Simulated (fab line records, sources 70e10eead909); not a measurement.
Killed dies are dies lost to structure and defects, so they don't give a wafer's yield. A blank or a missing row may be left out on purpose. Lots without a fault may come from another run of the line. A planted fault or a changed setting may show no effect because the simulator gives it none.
Which tool did it? | flow nand_harc | 12 lots, 36 wafers sampled, at 5 steps of a route of 1159

WHAT THE GAUGES READ, wafer by wafer
NHARC_A_SGD_CUT_THK_MEAS_22: measures by ellipsometry. Usual: thk_nm 148.2 nm, standard deviation 1.3.
lot  | measured     | on            | thk_nm (nm)       | flag
L156 | day 14 06:01 | film_metro-01 | 148.3 147.8 150.2 |
L158 | day 14 06:01 | film_metro-02 | 148.0 147.1 149.6 |
L157 | day 14 12:07 | film_metro-01 | 145.8 145.6 149.6 |
L161 | day 16 07:11 | film_metro-02 | 148.4 150.3 149.3 |
L163 | day 16 07:20 | film_metro-01 | 148.7 150.9 146.5 |
L168 | day 17 03:49 | film_metro-02 | 147.7 150.1 147.0 |
L169 | day 17 03:49 | film_metro-01 | 146.9 149.8 150.2 |
L167 | day 17 18:39 | film_metro-01 | 146.7 149.0 146.7 |
L175 | day 19 11:58 | film_metro-01 | 149.8 147.5 147.4 |
L176 | day 19 11:58 | film_metro-02 | 148.0 148.7 150.1 |
L178 | day 19 11:58 | film_metro-01 | 148.0 148.5 146.8 |
L177 | day 19 16:44 | film_metro-02 | 149.0 146.6 149.4 |

NHARC_END_SORT_01. Usual: killed_at_array 28, standard deviation 8.9; killed_at_other 0.8, standard deviation 1.2; killed_at_periphery 3.3, standard deviation 2.3; killed_dies 32, standard deviation 9.4; killed_open 3.2, standard deviation 1.8; killed_short 1.9, standard deviation 1.4.
lot  | measured     | on        | killed_at_array | killed_at_other | killed_at_periphery | killed_dies | killed_open | killed_short | flag
L169 | day 22 13:32 | prober-01 | 676 671 674     | 0 2 1           | 1 4 2               | 677 677 677 | 4 5 4       | 3 2 5        | OFF
L167 | day 23 02:58 | prober-02 | 670 666 665     | 6 5 4           | 1 6 8               | 677 677 677 | 3 2 3       | 3 2 1        | OFF

WHICH TOOL RAN EACH LOT (tool, then ch and the chambers of the sampled wafers, then the start)
lot  | NHARC_A_SGD_CUT_ETCH_15                       | NHARC_A_SGD_CUT_STRIP_28                      | NHARC_A_SLIT_DEP_25
L156 | rie_diel-02 ch 0,1,3, day 14 06:01 or earlier | rie_diel-02 ch 2,3, day 14 06:37 or earlier   | pecvd-02 ch 0,1, day 14 06:37
L158 | rie_diel-09 ch 0,3, day 14 06:01 or earlier   | rie_diel-06 ch 2,3, day 14 06:41 or earlier   | pecvd-03 ch 0,2, day 14 06:41
L157 | rie_diel-06 ch 1,2,3, day 14 12:07 or earlier | rie_diel-06 ch 0,1, day 14 12:46 or earlier   | pecvd-01 ch 0,1,2, day 14 12:46
L161 | rie_diel-06 ch 0,2, day 16 07:11 or earlier   | rie_diel-09 ch 2,3, day 16 07:55 or earlier   | pecvd-02 ch 1,2, day 16 07:55
L163 | rie_diel-09 ch 0,1,3, day 16 07:20 or earlier | rie_diel-09 ch 0,2,3, day 16 08:16 or earlier | pecvd-02 ch 1,2, day 16 08:16
L168 | rie_diel-02 ch 1,2,3, day 17 03:49 or earlier | rie_diel-09 ch 0,1, day 17 04:20 or earlier   | pecvd-01 ch 0,1,2, day 17 04:20
L169 | rie_diel-09 ch 0,2,3, day 17 03:49 or earlier | rie_diel-06 ch 1,2,3, day 17 04:34 or earlier | pecvd-01 ch 1,2, day 17 04:34
L167 | rie_diel-06 ch 0,1,3, day 17 18:39 or earlier | rie_diel-06 ch 0,1,3, day 17 19:14 or earlier | pecvd-01 ch 0,2, day 17 19:14
L175 | rie_diel-02 ch 1,3, day 19 11:58 or earlier   | rie_diel-06 ch 1,2,3, day 19 12:34 or earlier | pecvd-01 ch 0,1, day 19 12:34
L176 | rie_diel-06 ch 0,2,3, day 19 11:58 or earlier | rie_diel-02 ch 1,2, day 19 12:42 or earlier   | pecvd-02 ch 1,2, day 19 12:42
L178 | rie_diel-02 ch 0,2,3, day 19 11:58 or earlier | rie_diel-09 ch 0,1,2, day 19 12:43 or earlier | pecvd-03 ch 0,1,2, day 19 12:43
L177 | rie_diel-09 ch 2,3, day 19 16:44 or earlier   | rie_diel-02 ch 2,3, day 19 17:11              | pecvd-02 ch 0,1, day 19 17:43
- NHARC_A_SGD_CUT_ETCH_15: etches the open film in CH3F/O2, target depth 75 nm, time 64.3 s.
- NHARC_A_SGD_CUT_STRIP_28: strips in O2, time 20 s.
- NHARC_A_SLIT_DEP_25: deposits SiO2, target thk 200 nm.

WHAT THE TOOLS THEMSELVES READ (means of the sampled wafers that have a number; where no wafer has one, the mark that the record gives instead)
NHARC_A_SGD_CUT_ETCH_15. Usual: bias_w 100.01 W, standard deviation 0.28; chamber_pressure_mTorr 24.998 mTorr, standard deviation 0.021; drypump_motor_current_A 6.0 A, standard deviation 0.43; oes_product_au 0.956 a.u., standard deviation 0.019; rf_vpp_V 264.0 V, standard deviation 1.9; showerhead_plenum_p_Torr 2.47 Torr, standard deviation 0.11; throttle_valve_pct 20.663 %, standard deviation 0.0091.
lot  | tool        | bias_w (W) | chamber_pressure_mTorr (mTorr) | drypump_motor_current_A (A) | oes_product_au (a.u.) | rf_vpp_V (V) | showerhead_plenum_p_Torr (Torr) | throttle_valve_pct (%) | flag
L156 | rie_diel-02 | 100.10     | 25.005                         | 6.3                         | 0.967                 | 263.8        | 2.52                            | 20.660                 |
L158 | rie_diel-09 | 100.06     | 24.986                         | 6.0                         | 0.923                 | 265.1        | 2.50                            | 20.661                 |
L157 | rie_diel-06 | 100.21     | 24.994                         | 5.7                         | 0.965                 | 264.1        | 2.46                            | 20.668                 |
L161 | rie_diel-06 | 99.74      | 25.009                         | 5.5                         | 0.963                 | 263.6        | 2.40                            | 20.669                 |
L163 | rie_diel-09 | 99.80      | 24.999                         | 6.0                         | 0.964                 | 263.8        | 2.49                            | 20.665                 |
L168 | rie_diel-02 | 100.01     | 24.994                         | 6.2                         | 0.967                 | 264.9        | 2.49                            | 20.665                 |
L169 | rie_diel-09 | 99.79      | 24.989                         | 5.8                         | 0.967                 | 263.6        | 2.43                            | 20.664                 |
L167 | rie_diel-06 | 100.22     | 25.002                         | 5.9                         | 0.925                 | 262.0        | 2.38                            | 20.668                 |
L175 | rie_diel-02 | 99.88      | 24.996                         | 6.0                         | 0.948                 | 263.7        | 2.45                            | 20.656                 |
L176 | rie_diel-06 | 99.83      | 25.000                         | 5.6                         | 0.942                 | 263.4        | 2.40                            | 20.661                 |
L178 | rie_diel-02 | 99.83      | 25.006                         | 6.1                         | 0.947                 | 264.7        | 2.54                            | 20.667                 |
L177 | rie_diel-09 | 100.09     | 24.994                         | 5.9                         | 0.980                 | 263.7        | 2.46                            | 20.666                 |

NHARC_A_SGD_CUT_STRIP_28. Usual: chamber_pressure_mTorr 60.01 mTorr, standard deviation 0.058; drypump_motor_current_A 5.9 A, standard deviation 0.42; oes_product_au 1.000 a.u., standard deviation 0.0069; rf_vpp_V 57.7 V, standard deviation 1; showerhead_plenum_p_Torr 3.54 Torr, standard deviation 0.14; throttle_valve_pct 17.036 %, standard deviation 0.0092.
lot  | tool        | chamber_pressure_mTorr (mTorr) | drypump_motor_current_A (A) | oes_product_au (a.u.) | rf_vpp_V (V) | showerhead_plenum_p_Torr (Torr) | throttle_valve_pct (%) | flag
L156 | rie_diel-02 | 60.05                          | 6.0                         | 1.000                 | 58.0         | 3.61                            | 17.031                 |
L158 | rie_diel-06 | 59.99                          | 5.5                         | 1.003                 | 57.3         | 3.56                            | 17.033                 |
L157 | rie_diel-06 | 60.06                          | 5.9                         | 1.003                 | 58.6         | 3.46                            | 17.033                 |
L161 | rie_diel-09 | 59.99                          | 6.0                         | 1.008                 | 58.4         | 3.53                            | 17.036                 |
L163 | rie_diel-09 | 59.98                          | 5.8                         | 1.004                 | 57.0         | 3.49                            | 17.040                 |
L168 | rie_diel-09 | 59.99                          | 6.1                         | 0.997                 | 57.4         | 3.56                            | 17.038                 |
L169 | rie_diel-06 | 60.02                          | 5.7                         | 1.002                 | 58.0         | 3.52                            | 17.036                 |
L167 | rie_diel-06 | 60.01                          | 5.8                         | 1.001                 | 57.5         | 3.41                            | 17.031                 |
L175 | rie_diel-06 | 59.98                          | 5.7                         | 0.989                 | 58.8         | 3.51                            | 17.044                 |
L176 | rie_diel-02 | 60.03                          | 6.6                         | 0.992                 | 58.4         | 3.59                            | 17.042                 |
L178 | rie_diel-09 | 59.98                          | 5.9                         | 1.009                 | 57.7         | 3.48                            | 17.035                 |
L177 | rie_diel-02 | 60.04                          | 5.9                         | 0.989                 | 57.3         | 3.55                            | 17.038                 |

NHARC_A_SLIT_DEP_25. Usual: chamber_pressure_Torr 6.498 Torr, standard deviation 0.014; flow_sccm 2649 sccm, standard deviation 7.6; heater_power_w 536 W, standard deviation 90; throttle_valve_pct 16.1 %, standard deviation 0.53.
lot  | tool     | chamber_pressure_Torr (Torr) | flow_sccm (sccm) | heater_power_w (W) | throttle_valve_pct (%) | flag
L156 | pecvd-02 | 6.502                        | 2645             | 434                | 16.0                   |
L158 | pecvd-03 | 6.503                        | 2649             | 516                | 16.5                   |
L157 | pecvd-01 | 6.499                        | 2653             | 601                | 16.1                   |
L161 | pecvd-02 | 6.491                        | 2658             | 533                | 15.8                   |
L163 | pecvd-02 | 6.494                        | 2650             | 537                | 15.5                   |
L168 | pecvd-01 | 6.489                        | 2658             | 594                | 16.2                   |
L169 | pecvd-01 | -                            | -                | -                  | -                      | OFF
L167 | pecvd-01 | -                            | -                | -                  | -                      | OFF
L175 | pecvd-01 | 6.500                        | 2659             | 649                | 15.8                   |
L176 | pecvd-02 | 6.503                        | 2639             | 518                | 15.9                   |
L178 | pecvd-03 | 6.502                        | 2657             | 508                | 16.7                   |
L177 | pecvd-02 | 6.477                        | 2646             | 443                | 15.6                   |

THE ANSWER, worked out from the rows above alone
Rule: a lot is off if the mean of its wafers that have a number lies more than 3 standard deviations from the usual mean. A lot without any number at a reading at which 4 lots or more have one is off too. The other lots that the step has rows for count as sound. The gauges are gone through in route order, then the tools' own readings, and for those a lot's mean is taken as printed above. The first step at which some lot is off is used, and at that step the reading that is off furthest; a lot without a number counts as furthest.
Off: L169, L167, at NHARC_END_SORT_01 (killed_at_array). Neither off nor sound, because the step has no rows for them: L156, L158, L157, L161, L163, L168, L175, L176, L178, L177.
A tool fits if, at a process step before that reading, it ran every lot that is off, and no sound lot after the first of them. The gauges at NHARC_END_SORT_01 aren't tried: what is off there is off at NHARC_A_SLIT_DEP_25 too, on other tools, and a gauge's error can't cause that. NHARC_A_SGD_CUT_ETCH_15 gives no start for some lots, so the hours and the order of its lots are those of NHARC_A_SGD_CUT_THK_MEAS_22. NHARC_A_SGD_CUT_STRIP_28 gives no start for some lots, so the hours and the order of its lots are those of NHARC_A_SLIT_DEP_25. Can't be told from this: 2 tools fit, rie_diel-06 at NHARC_A_SGD_CUT_STRIP_28, pecvd-01 at NHARC_A_SLIT_DEP_25.

WHAT THE SIMULATOR HAD PUT IN
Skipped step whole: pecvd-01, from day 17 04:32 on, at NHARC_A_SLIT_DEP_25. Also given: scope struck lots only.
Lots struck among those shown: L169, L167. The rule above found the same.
